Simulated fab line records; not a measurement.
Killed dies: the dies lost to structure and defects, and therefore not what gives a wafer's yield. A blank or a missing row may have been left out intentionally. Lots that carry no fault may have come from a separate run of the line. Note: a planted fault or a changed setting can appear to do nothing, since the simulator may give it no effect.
fab line records | flow n5Finfet
record lots=7 | wafers=39
route steps=1938 shown FIN_SAQP@143 FIN_CUT@169 DUMMY_GATE@246 HKMG_FIN@413 PASSIVATION@1936
startH: the number of hours between the record's first day and the start of the first shown wafer of the lot | waitH: time in hours since the lot's previous step | " as in the row above | L1.1+2: one row covering several wafers at once | - either no value or no given start | * or withheld: withheld | < > ~ a bound
route shown NAME@n: a module of which the file shows steps, and the number in the route of the first | usual: mean and standard deviation over wafers with no fault | same: alike in all rows | chamber/n: place in a boat | sites: each site's reading | _std_site: the values' standard deviation | _edge_site: the outer-site mean with the inner-site mean subtracted | radiusMm: for every site, how far away it sits from the centre of the wafer | mask NAME#n: copy n | behind: the tool/chamber that last shaped the wafer | hold: what put the lot on hold/how long, in hours/how the hold closed | device: whichever transistor did not switch (one of n, p or np) | end of line: tests of these same wafers at the route's end | where a step has no rows: the recipe by itself | killed: dies lost to structure and defects at the first sort, not the wafer's yield | map: per-die view of a wafer (x killed, . not killed, _ where there is no die)
set.NAME: setting as actually run; set.NAME@STEP: the setting as run at that earlier step | model.NAME: the simulator's own value behind a step, which no gauge read
lots whose settings were changed on purpose; a table a step, a row a wafer
## steps
# step N5_FIN_SAQP_ETCH_34
# recipe chemistry=C4F6/O2 | target=SiO2 | targetDepthA=450 | timeS=15 | ionEnergyEv=250 | pressureMtorr=30 | sourceW=345 | biasW=185 | Ar_flow_sccm=300 | C4F6_flow_sccm=10 | O2_flow_sccm=10 | ends=cleared
# step N5_FIN_CUT_ETCH_21
# recipe chemistry=N2/H2 | target=SOC | targetDepthA=2190 | overetchA=438 | maskMaterial=SiARC | tempC=40 | ionEnergyEv=100 | biasW=61 | timeS=523.5 | pressureMtorr=30 | sourceW=850 | n2FlowSccm=200 | h2FlowSccm=200
# step N5_FIN_CUT_CUT_ETCH_15
# recipe chemistry=HBr/Cl2/O2 | target=Si | targetDepthA=1000 | btTimeS=10 | maskMaterial=SOC | timeS=42.4 | ionEnergyEv=* | biasW=* | pressureMtorr=10 | icpW=800 | HBr_flow_sccm=150 | Cl2_flow_sccm=80 | O2_flow_sccm=12
# step N5_DUMMY_GATE_ETCH_32
# recipe chemistry=CF4 | target=SiO2 | targetDepthA=35 | timeS=3.9 | ionEnergyEv=350 | pressureMtorr=10 | icpW=800 | biasW=400 | cf4FlowSccm=80
# step N5_HKMG_FIN_CVD_62
# recipe material=a-Si | targetThkA=30 | tempC=500 | precursor=Si2H6 | pressureTorr=1 | timeS=20.8
# step N5_HKMG_FIN_ALD_71
# recipe material=TiN | targetThkA=10 | tempC=400 | aldPrecursorFamily=TiCl4 | aldCoReactant=NH3 | pulseTimeS=1 | purgeTimeS=3 | coReactantPurgeTimeS=2 | coReactantPulseTimeS=2 | aldCycles=47 | pressureTorr=3
# step N5_PASSIVATION_PROBE_49
# usual defectLimitedYield=91.3/1.5 | killedAtFrontEnd=40/10 | killedDies=103/17 | sort_bin_5_function=5.0/0.98
lot.wafer | tool      | chamber | startH | waitH | set.sourceW@FIN_SAQP_ETCH_34 | set.timeS@FIN_CUT_ETCH_21 | set.targetDepthA@FIN_CUT_CUT_ETCH_15 | set.timeS@DUMMY_GATE_ETCH_32 | set.tempC@HKMG_FIN_CVD_62 | set.aldCycles@HKMG_FIN_ALD_71 | defectLimitedYield[%] | killedAtFrontEnd | killedDies | sort_bin_5_function[%]
L075.1    | prober-01 | -       | 273.48 | 0.0   | 303.2                        | 422.3                     | 1000                                 | 3.9                          | 500                       | 44                            | 1.2                   | 1068             | 1166       | 94.3
L075.2    | prober-01 | -       | 273.53 | 0.1   | 303.2                        | 523.5                     | 921.9                                | 3.9                          | 500                       | 47                            | 91.4                  | 32               | 101        | 4.9
L075.3    | prober-01 | -       | 273.58 | 0.1   | 345                          | 523.5                     | 921.9                                | 4.247                        | 500                       | 44                            | 90.9                  | 34               | 107        | 5.3
L075.4    | prober-01 | -       | 273.63 | 0.2   | 345                          | 422.3                     | 921.9                                | 3.9                          | 500                       | 44                            | 0                     | 1103             | 1180       | 95.9
L075.5    | prober-01 | -       | 273.68 | 0.2   | 345                          | 523.5                     | 1000                                 | 4.247                        | 500                       | 47                            | 89.7                  | 46               | 122        | 6.4
L075.6    | prober-01 | -       | 273.73 | 0.3   | 303.2                        | 422.3                     | 1000                                 | 4.247                        | 500                       | 47                            | 0                     | 1108             | 1180       | 96.8
L077.1    | prober-02 | -       | 285.23 | 0.0   | 373                          | 523.5                     | 1000                                 | 3.368                        | 500                       | 51                            | 87.5                  | 42               | 148        | 7.5
L077.2    | prober-02 | -       | 285.28 | 0.1   | 345                          | 446.2                     | 1000                                 | 3.368                        | 500                       | 47                            | 30.7                  | 730              | 818        | 64.2
L077.3    | prober-02 | -       | 285.33 | 0.1   | 345                          | 523.5                     | 1000                                 | 3.9                          | 500                       | 51                            | 90.5                  | 47               | 112        | 5.9
L077.4    | prober-02 | -       | 285.38 | 0.2   | 373                          | 523.5                     | 1000                                 | 3.9                          | 500                       | 47                            | 90.8                  | 37               | 109        | 6.4
L077.5    | prober-02 | -       | 285.43 | 0.2   | 373                          | 446.2                     | 1000                                 | 3.9                          | 500                       | 51                            | 59.2                  | 395              | 482        | 37.0
L077.6    | prober-02 | -       | 285.48 | 0.3   | 345                          | 446.2                     | 1000                                 | 3.368                        | 500                       | 47                            | 26.9                  | 780              | 863        | 68.9
L082.1    | prober-01 | -       | 316.04 | 0.0   | 345                          | 563.4                     | 1000                                 | 3.9                          | 500                       | 41                            | 91.2                  | 60               | 104        | 4.8
L082.2    | prober-01 | -       | 316.09 | 0.1   | 397.7                        | 523.5                     | 1099                                 | 4.524                        | 516.9                     | 41                            | 89.3                  | 57               | 126        | 7.4
L082.3    | prober-01 | -       | 316.14 | 0.1   | 345                          | 563.4                     | 1000                                 | 4.524                        | 516.9                     | 41                            | 91.9                  | 22               | 95         | 4.6
L082.4    | prober-01 | -       | 316.19 | 0.2   | 345                          | 523.5                     | 1099                                 | 3.9                          | 500                       | 47                            | 92.8                  | 34               | 85         | 4.0
L082.5    | prober-01 | -       | 316.24 | 0.2   | 397.7                        | 523.5                     | 1000                                 | 4.524                        | 500                       | 47                            | 90.1                  | 45               | 117        | 6.3
L082.6    | prober-01 | -       | 316.29 | 0.3   | 397.7                        | 563.4                     | 1099                                 | 3.9                          | 516.9                     | 47                            | 89.6                  | 55               | 123        | 5.5
L086.1    | prober-01 | -       | 332.57 | 0.0   | 345                          | 640.3                     | 1000                                 | 3.28                         | 484.7                     | 47                            | 92.8                  | 28               | 85         | 4.8
L086.2    | prober-01 | -       | 332.62 | 0.1   | 345                          | 640.3                     | 1000                                 | 3.9                          | 500                       | 47                            | 88.7                  | 50               | 133        | 6.0
L086.3    | prober-01 | -       | 332.67 | 0.1   | 291.8                        | 523.5                     | 1000                                 | 3.9                          | 500                       | 43                            | 92.7                  | 32               | 86         | 3.8
L086.4    | prober-01 | -       | 332.72 | 0.2   | 291.8                        | 640.3                     | 1000                                 | 3.9                          | 484.7                     | 43                            | 90.8                  | 36               | 109        | 5.7
L086.5    | prober-01 | -       | 332.77 | 0.2   | 345                          | 523.5                     | 1000                                 | 3.28                         | 484.7                     | 43                            | 90.0                  | 38               | 118        | 5.8
L086.6    | prober-01 | -       | 332.82 | 0.3   | 291.8                        | 523.5                     | 1000                                 | 3.28                         | 500                       | 47                            | 90.7                  | 28               | 110        | 5.7
L093.1    | prober-02 | -       | 369.78 | 0.0   | 345                          | 523.5                     | 1000                                 | 3.9                          | 489.1                     | 47                            | 92.4                  | 28               | 90         | 3.7
L093.2    | prober-02 | -       | 369.83 | 0.1   | 345                          | 409.3                     | 1000                                 | 4.394                        | 500                       | 47                            | 0                     | 1132             | 1180       | 96.8
L093.3    | prober-02 | -       | 369.88 | 0.1   | 410.2                        | 409.3                     | 1000                                 | 3.9                          | 500                       | 47                            | 0                     | 1119             | 1180       | 96.8
L093.4    | prober-02 | -       | 369.93 | 0.2   | 410.2                        | 523.5                     | 1000                                 | 4.394                        | 500                       | 42                            | 94.0                  | 21               | 71         | 3.6
L093.5    | prober-02 | -       | 369.98 | 0.2   | 345                          | 523.5                     | 1000                                 | 3.9                          | 489.1                     | 42                            | 90.7                  | 45               | 110        | 5.9
L093.6    | prober-02 | -       | 370.03 | 0.3   | 410.2                        | 409.3                     | 1000                                 | 4.394                        | 489.1                     | 42                            | 0                     | 1137             | 1180       | 97.2
L092.2    | prober-02 | -       | 374.70 | 0.1   | 345                          | 523.5                     | 1000                                 | 3.9                          | 500                       | 47                            | 93.6                  | 27               | 75         | 3.2
L092.4    | prober-02 | -       | 374.80 | 0.2   | 345                          | 523.5                     | 1000                                 | 3.9                          | 500                       | 47                            | 92.2                  | 37               | 92         | 4.2
L092.5    | prober-02 | -       | 374.85 | 0.2   | 345                          | 523.5                     | 1000                                 | 3.9                          | 500                       | 47                            | 91.3                  | 41               | 103        | 4.3
L096.1    | prober-01 | -       | 392.89 | 0.0   | 345                          | 523.5                     | 1000                                 | 4.445                        | 477.7                     | 47                            | 89.2                  | 65               | 128        | 5.9
L096.2    | prober-01 | -       | 392.94 | 0.1   | 345                          | 523.5                     | 1000                                 | 3.9                          | 477.7                     | 47                            | 91.8                  | 43               | 97         | 4.2
L096.3    | prober-01 | -       | 392.99 | 0.1   | 345                          | 523.5                     | 1000                                 | 4.445                        | 500                       | 47                            | 92.6                  | 43               | 87         | 4.4
L096.4    | prober-01 | -       | 393.04 | 0.2   | 345                          | 523.5                     | 1000                                 | 3.9                          | 500                       | 47                            | 91.4                  | 30               | 102        | 4.7
L096.5    | prober-01 | -       | 393.09 | 0.2   | 345                          | 523.5                     | 1000                                 | 3.9                          | 500                       | 47                            | 90.0                  | 32               | 118        | 5.3
L096.6    | prober-01 | -       | 393.14 | 0.3   | 345                          | 523.5                     | 1000                                 | 4.445                        | 477.7                     | 47                            | 92.5                  | 51               | 88         | 5.0
# killed by level:class
L075.1 FIN_CUT:areaEtch=1034 MOL_CONTACT_COAG:geometricParticle:open=19 BEOL_M1:geometricParticle:open=16 FIN_SAQP:geometricParticle:open=12 BEOL_M3:geometricParticle:open=10 BEOL_M0_SAQP:geometricParticle:open=9 MOL_CONTACT_COAG:geometricParticle:short=6 BEOL_M0_SAQP:geometricParticle:short=6
L075.2 MOL_CONTACT_COAG:geometricParticle:open=11 STI_FIN_REVEAL:geometricParticle:open=9 FIN_SAQP:geometricParticle:open=7 BEOL_M2:geometricParticle:open=7 MOL_CONTACT_COAG:geometricParticle:short=6 BEOL_M0_SAQP:geometricParticle:short=6 BEOL_M3:geometricParticle:open=6 BEOL_M2:geometricParticle:short=5
L075.3 MOL_CONTACT_COAG:geometricParticle:open=15 BEOL_M0_SAQP:geometricParticle:open=11 BEOL_M2:geometricParticle:open=11 BEOL_M1:geometricParticle:open=7 FIN_SAQP:geometricParticle:open=6 DUMMY_GATE:geometricParticle:open=5 MOL_CONTACT_COAG:geometricParticle:short=5 BEOL_M3:geometricParticle:open=5
L075.4 FIN_CUT:areaEtch=1051 FIN_SAQP:geometricParticle:open=20 BEOL_M2:geometricParticle:open=17 MOL_CONTACT_COAG:geometricParticle:open=12 FIN_SAQP:geometricParticle:short=9 BEOL_M0_SAQP:geometricParticle:open=7 MOL_CONTACT_COAG:geometricParticle:short=6 BEOL_M4:geometricParticle:open=6
L075.5 STI_FIN_REVEAL:geometricParticle:open=19 MOL_CONTACT_COAG:geometricParticle:open=10 FIN_SAQP:geometricParticle:open=9 BEOL_M0_SAQP:geometricParticle:open=9 BEOL_M2:geometricParticle:open=9 BEOL_M1:geometricParticle:open=8 BEOL_M0_SAQP:geometricParticle:short=5 BEOL_M4:geometricParticle:open=5
L075.6 FIN_CUT:areaEtch=1074 BEOL_M2:geometricParticle:open=11 FIN_SAQP:geometricParticle:short=9 BEOL_M0_SAQP:geometricParticle:open=8 FIN_SAQP:geometricParticle:open=7 MOL_CONTACT_COAG:geometricParticle:open=7 STI_FIN_REVEAL:geometricParticle:open=6 MOL_CONTACT_COAG:geometricParticle:short=6
L077.1 BEOL_M0_SAQP:geometricParticle:open=19 BEOL_M0_SAQP:geometricParticle:short=18 BEOL_M3:geometricParticle:open=17 FIN_SAQP:geometricParticle:short=15 MOL_CONTACT_COAG:geometricParticle:open=13 BEOL_M4:geometricParticle:open=9 GATE_CUT:geometricParticle:open=7 DUMMY_GATE:geometricParticle:open=6
L077.2 FIN_CUT:areaEtch=675 MOL_CONTACT_COAG:geometricParticle:open=17 FIN_SAQP:geometricParticle:open=16 BEOL_M3:geometricParticle:open=11 FIN_SAQP:geometricParticle:short=10 BEOL_M0_SAQP:geometricParticle:short=10 STI_FIN_REVEAL:geometricParticle:open=9 BEOL_M0_SAQP:geometricParticle:open=9
L077.3 FIN_SAQP:geometricParticle:open=20 MOL_CONTACT_COAG:geometricParticle:open=15 BEOL_M3:geometricParticle:open=12 STI_FIN_REVEAL:geometricParticle:open=9 FIN_SAQP:geometricParticle:short=8 BEOL_M3:geometricParticle:short=7 BEOL_M1:geometricParticle:short=5 MOL_CONTACT_COAG:geometricParticle:short=3
L077.4 BEOL_M3:geometricParticle:open=14 FIN_SAQP:geometricParticle:open=11 MOL_CONTACT_COAG:geometricParticle:open=11 BEOL_M0_SAQP:geometricParticle:short=10 BEOL_M0_SAQP:geometricParticle:open=8 FIN_SAQP:geometricParticle:short=6 BEOL_M3:geometricParticle:short=6 STI_FIN_REVEAL:geometricParticle:open=4
L077.5 FIN_CUT:areaEtch=348 BEOL_M3:geometricParticle:open=19 FIN_SAQP:geometricParticle:short=13 MOL_CONTACT_COAG:geometricParticle:open=13 FIN_SAQP:geometricParticle:open=12 BEOL_M0_SAQP:geometricParticle:short=9 BEOL_M0_SAQP:geometricParticle:open=7 BEOL_M1:geometricParticle:open=7
L077.6 FIN_CUT:areaEtch=741 MOL_CONTACT_COAG:geometricParticle:open=18 BEOL_M3:geometricParticle:open=12 FIN_SAQP:geometricParticle:open=11 BEOL_M0_SAQP:geometricParticle:short=11 FIN_SAQP:geometricParticle:short=10 BEOL_M0_SAQP:geometricParticle:open=7 BEOL_M1:geometricParticle:open=6
L082.1 FIN_SAQP:geometricParticle:short=13 FIN_SAQP:geometricParticle:open=10 STI_FIN_REVEAL:geometricParticle:open=7 ILD0:geometricParticle:open=7 MOL_CONTACT_COAG:geometricParticle:open=7 BEOL_M4:geometricParticle:open=6 STARTING-WAFER:geometricParticle:open=6 BEOL_M3:geometricParticle:open=5
L082.2 FIN_SAQP:geometricParticle:short=19 MOL_CONTACT_COAG:geometricParticle:open=12 BEOL_M3:geometricParticle:open=11 BEOL_M0_SAQP:geometricParticle:open=7 FIN_SAQP:geometricParticle:open=6 MOL_CONTACT_COAG:geometricParticle:short=6 BEOL_M0_SAQP:geometricParticle:short=6 STI_FIN_REVEAL:geometricParticle:open=5
L082.3 BEOL_M4:geometricParticle:open=14 MOL_CONTACT_COAG:geometricParticle:open=10 BEOL_M1:geometricParticle:open=7 BEOL_M2:geometricParticle:open=6 FIN_SAQP:geometricParticle:short=5 BEOL_M3:geometricParticle:open=5 STI_FIN_REVEAL:geometricParticle:open=4 BEOL_M0:geometricParticle:open=4
L082.4 MOL_CONTACT_COAG:geometricParticle:open=9 FIN_SAQP:geometricParticle:short=8 BEOL_M0_SAQP:geometricParticle:short=6 DUMMY_GATE:geometricParticle:open=5 MOL_CONTACT_COAG:geometricParticle:short=5 BEOL_M2:geometricParticle:open=5 FIN_SAQP:geometricParticle:open=4 STI_FIN_REVEAL:geometricParticle:open=4
L082.5 MOL_CONTACT_COAG:geometricParticle:open=19 BEOL_M4:geometricParticle:open=13 FIN_SAQP:geometricParticle:short=12 FIN_SAQP:geometricParticle:open=8 BEOL_M3:geometricParticle:open=7 ILD0:geometricParticle:open=6 MOL_CONTACT_COAG:geometricParticle:short=5 BEOL_M2:geometricParticle:open=5
L082.6 FIN_SAQP:geometricParticle:short=24 FIN_SAQP:geometricParticle:open=13 MOL_CONTACT_COAG:geometricParticle:open=11 BEOL_M3:geometricParticle:open=10 BEOL_M0_SAQP:geometricParticle:short=6 BEOL_M0_SAQP:geometricParticle:open=5 DUMMY_GATE:geometricParticle:open=5 BEOL_M1:geometricParticle:open=5
L086.1 MOL_CONTACT_COAG:geometricParticle:open=10 STI_FIN_REVEAL:geometricParticle:open=7 BEOL_M3:geometricParticle:open=7 GATE_CUT:geometricParticle:open=7 GATE_CUT:geometricParticle:short=5 BEOL_M4:geometricParticle:open=5 MOL_CONTACT_COAG:geometricParticle:short=4 BEOL_M0_SAQP:geometricParticle:short=3
L086.2 MOL_CONTACT_COAG:geometricParticle:open=31 FIN_SAQP:geometricParticle:short=13 STI_FIN_REVEAL:geometricParticle:open=10 BEOL_M3:geometricParticle:open=10 MOL_CONTACT_COAG:geometricParticle:short=7 STARTING-WAFER:geometricParticle:short=7 BEOL_M2:geometricParticle:open=5 STI_FIN_REVEAL:geometricParticle:short=4
L086.3 MOL_CONTACT_COAG:geometricParticle:open=9 MOL_CONTACT_COAG:geometricParticle:short=9 FIN_SAQP:geometricParticle:short=7 GATE_CUT:geometricParticle:short=6 BEOL_M2:geometricParticle:short=6 BEOL_M2:geometricParticle:open=6 STI_FIN_REVEAL:geometricParticle:open=4 BEOL_M3:geometricParticle:open=4
L086.4 MOL_CONTACT_COAG:geometricParticle:open=20 BEOL_M2:geometricParticle:open=9 BEOL_M0_SAQP:geometricParticle:short=8 STI_FIN_REVEAL:geometricParticle:open=7 FIN_SAQP:geometricParticle:short=5 MOL_CONTACT_COAG:geometricParticle:short=5 BEOL_M3:geometricParticle:open=5 FIN_SAQP:geometricParticle:open=4
L086.5 BEOL_M3:geometricParticle:open=21 MOL_CONTACT_COAG:geometricParticle:open=13 FIN_SAQP:geometricParticle:short=8 BEOL_M0:geometricParticle:open=7 GATE_CUT:geometricParticle:short=6 MOL_CONTACT_COAG:geometricParticle:short=6 BEOL_M1:geometricParticle:open=5 BEOL_M4:geometricParticle:open=5
L086.6 MOL_CONTACT_COAG:geometricParticle:open=18 BEOL_M3:geometricParticle:open=12 BEOL_M0_SAQP:geometricParticle:open=10 HKMG_FIN:areaEtch=6 FIN_SAQP:geometricParticle:open=4 GATE_CUT:geometricParticle:open=4 MOL_CONTACT_COAG:geometricParticle:short=4 BEOL_M1:geometricParticle:open=4
L093.1 MOL_CONTACT_COAG:geometricParticle:open=21 BEOL_M2:geometricParticle:open=9 BEOL_M0_SAQP:geometricParticle:open=8 FIN_SAQP:geometricParticle:short=6 FIN_SAQP:geometricParticle:open=5 DUMMY_GATE:geometricParticle:open=5 BEOL_M0_SAQP:geometricParticle:short=5 GATE_CUT:geometricParticle:short=4
L093.2 FIN_CUT:areaEtch=1093 STI_FIN_REVEAL:geometricParticle:open=13 STI_FIN_REVEAL:geometricParticle:short=6 BEOL_M2:geometricParticle:open=6 MOL_CONTACT_COAG:geometricParticle:open=6 BEOL_M1:geometricParticle:open=6 FIN_SAQP:geometricParticle:short=4 FIN_SAQP:geometricParticle:open=3
L093.3 FIN_CUT:areaEtch=1083 BEOL_M3:geometricParticle:open=11 STI_FIN_REVEAL:geometricParticle:open=10 MOL_CONTACT_COAG:geometricParticle:open=10 BEOL_M0_SAQP:geometricParticle:short=7 FIN_SAQP:geometricParticle:short=6 BEOL_M0_SAQP:geometricParticle:open=6 STARTING-WAFER:geometricParticle:short=6
L093.4 MOL_CONTACT_COAG:geometricParticle:open=10 BEOL_M3:geometricParticle:open=8 BEOL_M2:geometricParticle:open=5 DUMMY_GATE:geometricParticle:open=4 BEOL_M0_SAQP:geometricParticle:short=4 STI_FIN_REVEAL:geometricParticle:open=3 DUMMY_GATE:geometricParticle:short=3 BEOL_M0_SAQP:geometricParticle:open=3
L093.5 STI_FIN_REVEAL:geometricParticle:open=15 BEOL_M2:geometricParticle:open=9 MOL_CONTACT_COAG:geometricParticle:open=8 FIN_SAQP:geometricParticle:open=7 BEOL_M4:geometricParticle:short=5 BEOL_M0_SAQP:geometricParticle:open=5 BEOL_M1:geometricParticle:open=5 GATE_CUT:geometricParticle:open=4
L093.6 FIN_CUT:areaEtch=1096 FIN_SAQP:geometricParticle:open=7 MOL_CONTACT_COAG:geometricParticle:open=7 STI_FIN_REVEAL:geometricParticle:open=7 BEOL_M0_SAQP:geometricParticle:short=7 BEOL_M3:geometricParticle:open=6 BEOL_M3:geometricParticle:short=6 STARTING-WAFER:geometricParticle:short=6
L092.2 BEOL_M2:geometricParticle:open=14 BEOL_M0_SAQP:geometricParticle:open=11 STI_FIN_REVEAL:geometricParticle:open=10 FIN_SAQP:geometricParticle:short=4 MOL_CONTACT_COAG:geometricParticle:open=4 BEOL_M3:geometricParticle:open=4 BEOL_M4:geometricParticle:open=4 FIN_SAQP:geometricParticle:open=3
L092.4 MOL_CONTACT_COAG:geometricParticle:open=8 BEOL_M0_SAQP:geometricParticle:open=7 DUMMY_GATE:geometricParticle:open=6 FIN_SAQP:geometricParticle:short=5 BEOL_M3:geometricParticle:open=5 BEOL_M5:geometricParticle:open=5 FIN_SAQP:geometricParticle:open=4 STI_FIN_REVEAL:geometricParticle:open=4
L092.5 BEOL_M3:geometricParticle:open=14 BEOL_M5:geometricParticle:open=9 DUMMY_GATE:geometricParticle:open=8 STARTING-WAFER:geometricParticle:open=8 BEOL_M0_SAQP:geometricParticle:short=7 FIN_SAQP:geometricParticle:short=6 MOL_CONTACT_COAG:geometricParticle:open=5 GATE_CUT:geometricParticle:short=4
L096.1 MOL_CONTACT_COAG:geometricParticle:open=16 STI_FIN_REVEAL:geometricParticle:open=15 BEOL_M1:geometricParticle:open=12 FIN_SAQP:geometricParticle:open=9 FIN_SAQP:geometricParticle:short=8 HKMG_FIN:areaEtch=6 GATE_CUT:geometricParticle:short=5 BEOL_M3:geometricParticle:open=5
L096.2 FIN_SAQP:geometricParticle:open=13 BEOL_M3:geometricParticle:open=9 MOL_CONTACT_COAG:geometricParticle:open=8 STI_FIN_REVEAL:geometricParticle:open=7 FIN_SAQP:geometricParticle:short=5 BEOL_M0_SAQP:geometricParticle:open=4 BEOL_M1:geometricParticle:open=4 BEOL_M2:geometricParticle:open=4
L096.3 STI_FIN_REVEAL:geometricParticle:open=14 MOL_CONTACT_COAG:geometricParticle:open=9 BEOL_M3:geometricParticle:open=7 DUMMY_GATE:geometricParticle:open=5 BEOL_M2:geometricParticle:open=5 FIN_SAQP:geometricParticle:open=4 BEOL_M0_SAQP:geometricParticle:open=4 FIN_SAQP:geometricParticle:short=3
L096.4 MOL_CONTACT_COAG:geometricParticle:open=12 BEOL_M0_SAQP:geometricParticle:short=12 BEOL_M1:geometricParticle:open=10 STI_FIN_REVEAL:geometricParticle:open=6 BEOL_M0_SAQP:geometricParticle:open=6 BEOL_M3:geometricParticle:open=6 FIN_SAQP:geometricParticle:open=5 GATE_CUT:geometricParticle:short=4
L096.5 BEOL_M0_SAQP:geometricParticle:open=11 BEOL_M3:geometricParticle:open=10 MOL_CONTACT_COAG:geometricParticle:open=9 BEOL_M0_SAQP:geometricParticle:short=8 BEOL_M2:geometricParticle:open=8 FIN_SAQP:geometricParticle:open=7 BEOL_M1:geometricParticle:open=5 GATE_CUT:geometricParticle:short=4
L096.6 FIN_SAQP:geometricParticle:open=13 MOL_CONTACT_COAG:geometricParticle:open=11 FIN_SAQP:geometricParticle:short=10 GATE_CUT:geometricParticle:short=6 BEOL_M2:geometricParticle:open=6 BEOL_M3:geometricParticle:open=6 DUMMY_GATE:geometricParticle:open=4 STI_FIN_REVEAL:geometricParticle:open=3
## key
split step=N5_FIN_SAQP_ETCH_34 | setting=sourceW | statedAs=345
response none clear
split step=N5_FIN_CUT_ETCH_21 | setting=timeS | statedAs=523.5
response step=N5_PASSIVATION_PROBE_49 | reading=sort_bin_5_function | slope=-2.77 | per=1% | togetherWith=all | explained=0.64
response step=N5_PASSIVATION_PROBE_49 | reading=killedAtFrontEnd | slope=-32.7 | per=1% | togetherWith=all | explained=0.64
response step=N5_PASSIVATION_PROBE_49 | reading=defectLimitedYield | slope=+2.77 | per=1% | togetherWith=all | explained=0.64
response step=N5_PASSIVATION_PROBE_49 | reading=killedDies | slope=-32.7 | per=1% | togetherWith=all | explained=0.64
split step=N5_FIN_CUT_CUT_ETCH_15 | setting=targetDepthA | statedAs=1000
response none clear
split step=N5_DUMMY_GATE_ETCH_32 | setting=timeS | statedAs=3.9
response none clear
split step=N5_HKMG_FIN_CVD_62 | setting=tempC | statedAs=500
response none clear
split step=N5_HKMG_FIN_ALD_71 | setting=aldCycles | statedAs=47
response none clear
